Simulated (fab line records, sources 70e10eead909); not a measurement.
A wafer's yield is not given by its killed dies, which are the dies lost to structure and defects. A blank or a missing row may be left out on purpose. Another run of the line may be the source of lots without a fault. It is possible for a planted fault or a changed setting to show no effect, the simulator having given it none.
Chamber matching ; flow nandHarc ; 4 sister chambers for NHARC_A_CHANNEL_FILL_D2_STRIP_28 on rieDiel-08
The step strips in O2, time 20 s. 20 wafers are shown with their chamber, then 10 later ones without.

EACH WAFER AND ITS CHAMBER
wafer;chamber;showerheadPlenumPTorr (Torr);drypumpMotorCurrentA (A);oesProductAu (a.u.)
L076.1;1;3.63;5.7;0.992
L076.3;2;3.74;5.2;1.008
L076.6;2;3.74;5.2;1.002
L080.4;0;3.53;5.8;1.006
L080.5;3;3.35;5.5;1.018
L080.6;0;3.53;5.8;1.016
L082.4;1;3.63;5.7;0.978
L082.5;1;3.63;5.7;0.984
L082.6;0;3.53;5.8;1.012
L084.2;3;3.35;5.5;1.011
L084.3;0;3.53;5.8;1.019
L084.6;0;3.53;5.8;1.004
L087.1;2;3.74;5.3;0.985
L087.3;3;3.35;5.5;1.001
L087.4;1;3.62;5.7;0.984
L089.2;2;3.74;5.3;0.998
L089.3;1;3.62;5.7;0.994
L089.6;1;3.62;5.7;0.997
L090.3;3;3.35;5.5;0.994
L090.5;1;3.62;5.7;0.996

SIGNATURES, as means of the wafers listed above
reading;chamber 0;chamber 1;chamber 2;chamber 3;scatter within a chamber
showerheadPlenumPTorr;3.5300;3.6243;3.7400;3.3500;0.00327
drypumpMotorCurrentA;5.800;5.700;5.250;5.500;0.025
oesProductAu;1.01140;0.98929;0.99825;1.00600;0.0083
Rule: for each reading, subtract the chamber's mean from the wafer's reading, divide by that reading's scatter and square the result; add these up over the readings and take the root, which gives the wafer's distance from the chamber. If the next closest chamber is less than 2 further off than the closest, the wafer can't be placed; otherwise it belongs to the closest. The scatter: take each reading less its chamber's mean, square it, sum over the shown wafers, divide by the number of wafers less the number of chambers, and take the root.

WAFERS WITHOUT THEIR CHAMBER
wafer;showerheadPlenumPTorr (Torr);drypumpMotorCurrentA (A);oesProductAu (a.u.)
L090.6;3.74;5.3;1.001
L092.2;3.74;5.2;0.995
L092.3;3.53;5.8;1.008
L092.5;3.74;5.3;1.004
L093.1;3.53;5.8;1.003
L093.4;3.35;5.5;1.015
L093.5;3.35;5.5;1.007
L094.1;3.35;5.5;1.017
L094.3;3.62;5.7;0.982
L094.5;3.74;5.2;1.007

CHAMBER TAKEN BY EACH
wafer;from the rows above;in truth
L090.6;2;2
L092.2;2;2
L092.3;0;0
L092.5;2;2
L093.1;0;0
L093.4;3;3
L093.5;3;3
L094.1;3;3
L094.3;1;1
L094.5;2;2
Correct placement for 10 of the 10. Left unplaced by these rows: 0. 0 placed wrongly.
